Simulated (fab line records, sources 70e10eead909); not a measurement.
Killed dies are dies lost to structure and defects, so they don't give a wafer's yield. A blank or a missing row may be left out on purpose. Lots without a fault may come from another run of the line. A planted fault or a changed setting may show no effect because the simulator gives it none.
fab line records | flow nand_harc
record lots=7 wafers=20 last_day=24
route steps=1159 shown A_ONON_D1@424 END@1159
lots that met no fault: from a run of the same line without faults
start_h: hours from the record's first day to the start of the lot's first wafer shown | wait_h: hours since the lot's step before | " the same as in the row above | L1.1+2: a row that stands for several wafers | - no value, or no start given | * or withheld: withheld | < > ~ a bound
route shown NAME@n: a module of which the file shows steps, and the number in the route of the first | usual: mean/standard deviation of fault-free wafers | same: alike in all rows | chamber/n: place in a boat | sites: the reading at each site | _std_site: their standard deviation | _edge_site: outer sites' mean less inner sites' | radius_mm: how far each site lies from the wafer's centre | mask NAME#n: copy n | behind: the tool/chamber that last shaped the wafer | hold: why the lot was held/for how many hours/how that ended | device: the transistor (n, p or np) that didn't switch | end of line: the same wafers' tests at the end of the route | a step without rows: its recipe alone | killed: dies lost to structure and defects at the first sort, not the wafer's yield | map: a wafer's dies, x killed, . not, _ none there
set.NAME: the setting as run; set.NAME@STEP: as run at that earlier step | model.NAME: the simulator's own value behind a step, which no gauge read
lots at some steps of the route; a table a step, a row a wafer
services: from which hour (start_h, from the record's first day; less than 0 if before it) a tool's chamber was out of use, for how many hours, and why
## steps
# step NHARC_A_ONON_D1_DEP_00
# recipe target_thk_a=10000 n2_flow_sccm=2750 n2o_flow_sccm=2000 nh3_flow_sccm=500 sih4_flow_sccm=210 temp_c=400
# step NHARC_A_ONON_D1_THK_MEAS_02
# recipe thk_meas_gauge=ellipsometry
# usual thk_nm=1000/10
# columns lot.wafer tool chamber start_h wait_h thk_nm
L117.1 film_metro-01 - 165.34 - 999
L117.4 " - " " 998
L117.5 " - " " 1001
L126.1 film_metro-02 - 206.52 - 978
L126.5 " - " " 979
L126.6 " - " " 979
L129.1 film_metro-01 - 235.36 - 1017
L129.4 " - " " 1015
L129.6 " - " " 1018
L128.2 film_metro-02 - 235.46 - 990
L128.3 " - " " 990
L128.4 " - " " 990
L132.1 film_metro-01 - 251.99 - 1010
L132.4 " - " " 1011
L132.6 " - " " 1012
L133.2 film_metro-01 - 255.61 - 1005
L133.6 " - " " 1006
L137.2 film_metro-02 - 277.04 - 975
L137.4 " - " " 975
L137.6 " - " " 973
# step NHARC_A_ONON_D1_DEP_03
# recipe target_thk_a=10000 n2_flow_sccm=2750 n2o_flow_sccm=2000 nh3_flow_sccm=500 sih4_flow_sccm=210 temp_c=400
# step NHARC_A_ONON_D1_THK_MEAS_05
# recipe thk_meas_gauge=ellipsometry
# usual thk_nm=1002/8.8
# columns lot.wafer tool chamber start_h wait_h thk_nm
L117.1 film_metro-01 - 165.92 - 1008
L117.4 " - " " 1008
L117.5 " - " " 1008
L126.1 film_metro-02 - 207.09 - 1009
L126.5 " - " " 1008
L126.6 " - " " 1007
L129.1 film_metro-01 - 235.93 - 1000
L129.4 " - " " 999
L129.6 " - " " 1000
L128.2 film_metro-01 - 236.04 - 1004
L128.3 " - " " 1006
L128.4 " - " " 1005
L132.1 film_metro-01 - 252.55 - 999
L132.4 " - " " 999
L132.6 " - " " 998
L133.2 film_metro-02 - 256.21 - 1013
L133.6 " - " " 1013
L137.2 film_metro-01 - 277.60 - 1001
L137.4 " - " " 1001
L137.6 " - " " 1001
# step NHARC_A_ONON_D1_DEP_06
# recipe target_thk_a=10000 n2_flow_sccm=2750 n2o_flow_sccm=2000 nh3_flow_sccm=500 sih4_flow_sccm=210 temp_c=400
# step NHARC_A_ONON_D1_THK_MEAS_08
# recipe thk_meas_gauge=ellipsometry
# usual thk_nm=1001/7.6
# columns lot.wafer tool chamber start_h wait_h thk_nm
L117.1 film_metro-01 - 166.48 - 1004
L117.4 " - " " 1002
L117.5 " - " " 1003
L126.1 film_metro-01 - 207.68 - 1006
L126.5 " - " " 1006
L126.6 " - " " 1006
L129.1 film_metro-01 - 236.49 - 1006
L129.4 " - " " 1007
L129.6 " - " " 1007
L128.2 film_metro-01 - 236.61 - 1016
L128.3 " - " " 1015
L128.4 " - " " 1016
L132.1 film_metro-02 - 253.12 - 1007
L132.4 " - " " 1007
L132.6 " - " " 1007
L133.2 film_metro-02 - 256.80 - 992
L133.6 " - " " 990
L137.2 film_metro-01 - 278.17 - 985
L137.4 " - " " 986
L137.6 " - " " 984
# step NHARC_A_ONON_D1_DEP_09
# recipe target_thk_a=10000 n2_flow_sccm=2750 n2o_flow_sccm=2000 nh3_flow_sccm=500 sih4_flow_sccm=210 temp_c=400
# step NHARC_A_ONON_D1_THK_MEAS_11
# recipe thk_meas_gauge=ellipsometry
# usual thk_nm=1002/8.2
# columns lot.wafer tool chamber start_h wait_h thk_nm
L117.1 film_metro-01 - 167.05 - 1000
L117.4 " - " " 1000
L117.5 " - " " 999
L126.1 film_metro-02 - 208.25 - 1001
L126.5 " - " " 1001
L126.6 " - " " 1001
L129.1 film_metro-02 - 237.07 - 991
L129.4 " - " " 991
L129.6 " - " " 990
L128.2 film_metro-01 - 237.18 - 991
L128.3 " - " " 991
L128.4 " - " " 990
L132.1 film_metro-02 - 253.69 - 985
L132.4 " - " " 984
L132.6 " - " " 986
L133.2 film_metro-02 - 257.38 - 1001
L133.6 " - " " 1001
L137.2 film_metro-01 - 278.73 - 1008
L137.4 " - " " 1008
L137.6 " - " " 1009
# step NHARC_A_ONON_D1_DEP_12
# recipe target_thk_a=10000 n2_flow_sccm=2750 n2o_flow_sccm=2000 nh3_flow_sccm=500 sih4_flow_sccm=210 temp_c=400
# step NHARC_A_ONON_D1_THK_MEAS_14
# recipe thk_meas_gauge=ellipsometry
# usual thk_nm=999/8.9
# columns lot.wafer tool chamber start_h wait_h thk_nm
L117.1 film_metro-02 - 167.62 - 1000
L117.4 " - " " 1001
L117.5 " - " " 1000
L126.1 film_metro-01 - 208.82 - 1008
L126.5 " - " " 1007
L126.6 " - " " 1006
L129.1 film_metro-02 - 237.63 - 1010
L129.4 " - " " 1012
L129.6 " - " " 1013
L128.2 film_metro-02 - 237.97 - 1006
L128.3 " - " " 1004
L128.4 " - " " 1005
L132.1 film_metro-02 - 254.28 - 998
L132.4 " - " " 999
L132.6 " - " " 999
L133.2 film_metro-01 - 257.95 - 998
L133.6 " - " " 998
L137.2 film_metro-02 - 279.30 - 999
L137.4 " - " " 999
L137.6 " - " " 1001
# step NHARC_A_ONON_D1_ANNEAL_15
# recipe temp_c=750 time_s=3600
# step NHARC_A_ONON_D1_DEP_16
# recipe target_thk_a=10000 n2_flow_sccm=2750 n2o_flow_sccm=2000 nh3_flow_sccm=500 sih4_flow_sccm=210 temp_c=400
# columns lot.wafer tool chamber start_h wait_h
L117.1+4+5 pecvd_onon-03 0 174.20 0.1
L126.1+5+6 pecvd_onon-02 0 215.42 0.1
L129.1+4+6 pecvd_onon-03 0 244.25 0.1
L128.2+3+4 pecvd_onon-02 0 244.65 0.5
L132.1+4+6 pecvd_onon-02 0 261.16 0.1
L133.2+6 pecvd_onon-02 0 264.66 0.1
L137.2+4+6 pecvd_onon-02 0 285.97 0.1
# step NHARC_A_ONON_D1_THK_MEAS_18
# recipe thk_meas_gauge=ellipsometry
# usual thk_nm=1003/9.1
# columns lot.wafer tool chamber start_h wait_h thk_nm
L117.1 film_metro-01 - 174.70 - 990
L117.4 " - " " 992
L117.5 " - " " 993
L126.1 film_metro-02 - 215.93 - 994
L126.5 " - " " 993
L126.6 " - " " 994
L129.1 film_metro-01 - 244.76 - 997
L129.4 " - " " 997
L129.6 " - " " 999
L128.2 film_metro-02 - 245.11 - 997
L128.3 " - " " 999
L128.4 " - " " 999
L132.1 film_metro-02 - 261.68 - 1002
L132.4 " - " " 1001
L132.6 " - " " 553
L133.2 film_metro-02 - 265.12 - 1006
L133.6 " - " " 558
L137.2 film_metro-02 - 286.43 - 1006
L137.4 " - " " 1008
L137.6 " - " " 562
# step NHARC_A_ONON_D1_DEP_19
# recipe target_thk_a=10000 n2_flow_sccm=2750 n2o_flow_sccm=2000 nh3_flow_sccm=500 sih4_flow_sccm=210 temp_c=400
# step NHARC_END_SORT_01
# recipe temp_c=25
# usual killed_at_array=24/7.4 killed_at_other=0.5/0.81 killed_at_periphery=3.4/2.3 killed_dies=28/8 killed_open=3.4/1.8 killed_short=2.0/1.4
# same gross_dies=677
# columns lot.wafer tool chamber start_h wait_h killed_at_array killed_at_other killed_at_periphery killed_dies killed_open killed_short
L128.2 prober-02 0 525.66 2.8 24 0 1 25 1 2
L128.3 prober-02 0 526.46 3.1 20 1 2 23 4 4
L128.4 prober-02 0 527.26 3.4 27 0 2 29 4 1
L133.6 prober-02 0 542.38 4.0 673 1 3 677 8 2
L132.1 prober-01 0 546.04 2.5 39 0 1 40 1 5
L132.4 prober-01 0 548.40 3.4 26 0 2 28 3 2
L132.6 prober-01 0 549.98 3.9 674 0 3 677 4 0
L137.6 prober-01 0 565.64 4.0 672 0 5 677 2 0
# killed by level:class
L128.2 A_CHANNEL_HOLE_D1:chamber_film_flake=17 A_STAIRCASE:chamber_film_flake=2 A_CONTACT:chamber_film_flake=2 A_CHANNEL_HOLE_D1:geometric_particle:short=1 A_STAIRCASE:geometric_particle:short=1 A_BLC:geometric_particle:open=1 P_ZERO_WELL:chamber_film_flake=1
L128.3 A_CHANNEL_HOLE_D1:chamber_film_flake=6 A_STAIRCASE:chamber_film_flake=6 A_ONON_D1:geometric_particle:short=2 A_ONON_D1:geometric_particle:open=2 P_STI:geometric_particle:short=1 A_WL_FILL:geometric_particle:open=1 A_M0:geometric_particle:short=1 A_M0:geometric_particle:open=1
L128.4 A_CHANNEL_HOLE_D1:chamber_film_flake=17 A_STAIRCASE:chamber_film_flake=6 A_M0:geometric_particle:open=2 P_GATE:geometric_particle:short=1 P_M2:geometric_particle:open=1 A_CHANNEL_FILL_D1:geometric_particle:open=1 A_ZERO_WELL:chamber_film_flake=1
L133.6 A_ONON_D1:area_dep=637 A_SLIT:chamber_film_flake=10 A_CHANNEL_HOLE_D1:chamber_film_flake=6 A_STAIRCASE:chamber_film_flake=5 A_CONTACT:chamber_film_flake=3 A_CONTACT:geometric_particle:open=2 A_BLC:geometric_particle:open=2 A_M0:geometric_particle:open=2
L132.1 A_CHANNEL_HOLE_D1:chamber_film_flake=17 A_CONTACT:chamber_film_flake=6 A_WL_FILL:geometric_particle:short=3 A_CHANNEL_FILL_D1:chamber_film_flake=3 A_STAIRCASE:chamber_film_flake=3 A_WL_FILL:chamber_film_flake=3 A_BLC:chamber_film_flake=2 P_M1:geometric_particle:short=1
L132.4 A_CHANNEL_HOLE_D1:chamber_film_flake=8 A_CONTACT:chamber_film_flake=6 A_STAIRCASE:chamber_film_flake=5 A_CHANNEL_FILL_D1:geometric_particle:short=2 P_M0:geometric_particle:open=1 A_ONON_D1:geometric_particle:open=1 A_CHANNEL_HOLE_D1:geometric_particle:open=1 P_GATE:chamber_film_flake=1
L132.6 A_ONON_D1:area_dep=650 A_CHANNEL_HOLE_D1:chamber_film_flake=9 A_STAIRCASE:chamber_film_flake=5 A_CONTACT:chamber_film_flake=4 A_CONTACT:geometric_particle:open=3 A_CHANNEL_FILL_D1:chamber_film_flake=3 P_GATE:chamber_film_flake=2 P_M1:geometric_particle:open=1
L137.6 A_ONON_D1:area_dep=653 A_CHANNEL_HOLE_D1:chamber_film_flake=4 A_STAIRCASE:chamber_film_flake=4 P_GATE:chamber_film_flake=3 A_SLIT:chamber_film_flake=3 A_CONTACT:chamber_film_flake=3 P_STI:chamber_film_flake=2 A_WL_FILL:chamber_film_flake=2
# map L132.6 (x killed, . not)
____________x____________
_________xxxxxxx_________
_______xxxxxxxxxxx_______
______xxxxxxxxxxxxx______
_____xxxxxxxxxxxxxxx_____
____xxxxxxxxxxxxxxxxx____
____xxxxxxxxxxxxxxxxx____
___xxxxxxxxxxxxxxxxxxx___
___xxxxxxxxxxxxxxxxxxx___
__xxxxxxxxxxxxxxxxxxxxx__
__xxxxxxxxxxxxxxxxxxxxx__
_xxxxxxxxxxxxxxxxxxxxxxx_
_xxxxxxxxxxxxxxxxxxxxxxx_
_xxxxxxxxxxxxxxxxxxxxxxx_
_xxxxxxxxxxxxxxxxxxxxxxx_
_xxxxxxxxxxxxxxxxxxxxxxx_
xxxxxxxxxxxxxxxxxxxxxxxxx
xxxxxxxxxxxxxxxxxxxxxxxxx
xxxxxxxxxxxxxxxxxxxxxxxxx
xxxxxxxxxxxxxxxxxxxxxxxxx
xxxxxxxxxxxxxxxxxxxxxxxxx
_xxxxxxxxxxxxxxxxxxxxxxx_
_xxxxxxxxxxxxxxxxxxxxxxx_
_xxxxxxxxxxxxxxxxxxxxxxx_
_xxxxxxxxxxxxxxxxxxxxxxx_
_xxxxxxxxxxxxxxxxxxxxxxx_
__xxxxxxxxxxxxxxxxxxxxx__
__xxxxxxxxxxxxxxxxxxxxx__
___xxxxxxxxxxxxxxxxxxx___
___xxxxxxxxxxxxxxxxxxx___
____xxxxxxxxxxxxxxxxx____
____xxxxxxxxxxxxxxxxx____
_____xxxxxxxxxxxxxxx_____
______xxxxxxxxxxxxx______
_______xxxxxxxxxxx_______
_________xxxxxxx_________
____________x____________
# map L133.6 (x killed, . not)
____________x____________
_________xxxxxxx_________
_______xxxxxxxxxxx_______
______xxxxxxxxxxxxx______
_____xxxxxxxxxxxxxxx_____
____xxxxxxxxxxxxxxxxx____
____xxxxxxxxxxxxxxxxx____
___xxxxxxxxxxxxxxxxxxx___
___xxxxxxxxxxxxxxxxxxx___
__xxxxxxxxxxxxxxxxxxxxx__
__xxxxxxxxxxxxxxxxxxxxx__
_xxxxxxxxxxxxxxxxxxxxxxx_
_xxxxxxxxxxxxxxxxxxxxxxx_
_xxxxxxxxxxxxxxxxxxxxxxx_
_xxxxxxxxxxxxxxxxxxxxxxx_
_xxxxxxxxxxxxxxxxxxxxxxx_
xxxxxxxxxxxxxxxxxxxxxxxxx
xxxxxxxxxxxxxxxxxxxxxxxxx
xxxxxxxxxxxxxxxxxxxxxxxxx
xxxxxxxxxxxxxxxxxxxxxxxxx
xxxxxxxxxxxxxxxxxxxxxxxxx
_xxxxxxxxxxxxxxxxxxxxxxx_
_xxxxxxxxxxxxxxxxxxxxxxx_
_xxxxxxxxxxxxxxxxxxxxxxx_
_xxxxxxxxxxxxxxxxxxxxxxx_
_xxxxxxxxxxxxxxxxxxxxxxx_
__xxxxxxxxxxxxxxxxxxxxx__
__xxxxxxxxxxxxxxxxxxxxx__
___xxxxxxxxxxxxxxxxxxx___
___xxxxxxxxxxxxxxxxxxx___
____xxxxxxxxxxxxxxxxx____
____xxxxxxxxxxxxxxxxx____
_____xxxxxxxxxxxxxxx_____
______xxxxxxxxxxxxx______
_______xxxxxxxxxxx_______
_________xxxxxxx_________
____________x____________
## services
# columns tool chamber start_h hours kind
pecvd_onon-03 - 153.16 13.0 pm
pecvd_onon-02 - 272.42 1.3 repair
## key
first_sign step=NHARC_A_ONON_D1_THK_MEAS_18 reading=thk_nm direction=down sigmas=49 usual=1003 struck=558
effect step=NHARC_END_SORT_01 reading=killed_at_array direction=up sigmas=87 usual=24 struck=673
more_kills_born_at NHARC_A_ONON_D1_DEP_16@pecvd_onon-02=1940
met_at NHARC_A_ONON_D1_DEP_16
struck_wafers L132.6,L133.6,L137.6
later_rows_left_out L132.6,L133.6,L137.6
tester_left_out L132,L133,L137
onset_between 244.65 261.16
fault kind=process_parameter_drift tool=pecvd_onon-02 chamber=- onset_h=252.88 steps=NHARC_A_ONON_D1_DEP_16 channel=target_thk_a offset=* shape=step end_h=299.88 scope=struck_wafers_only acts_in=* stated=*
# tester_left_out: of these lots the tester's yield and bins aren't shown, on N5 and GAA mostly nor the transistor test; their killed dies are dies lost to structure and defects alone, not to doping, threshold or leakage, so they don't give the yield
# later_rows_left_out: the simulator's readings of these wafers behind a module that went badly wrong aren't trusted and aren't shown, but for the sort
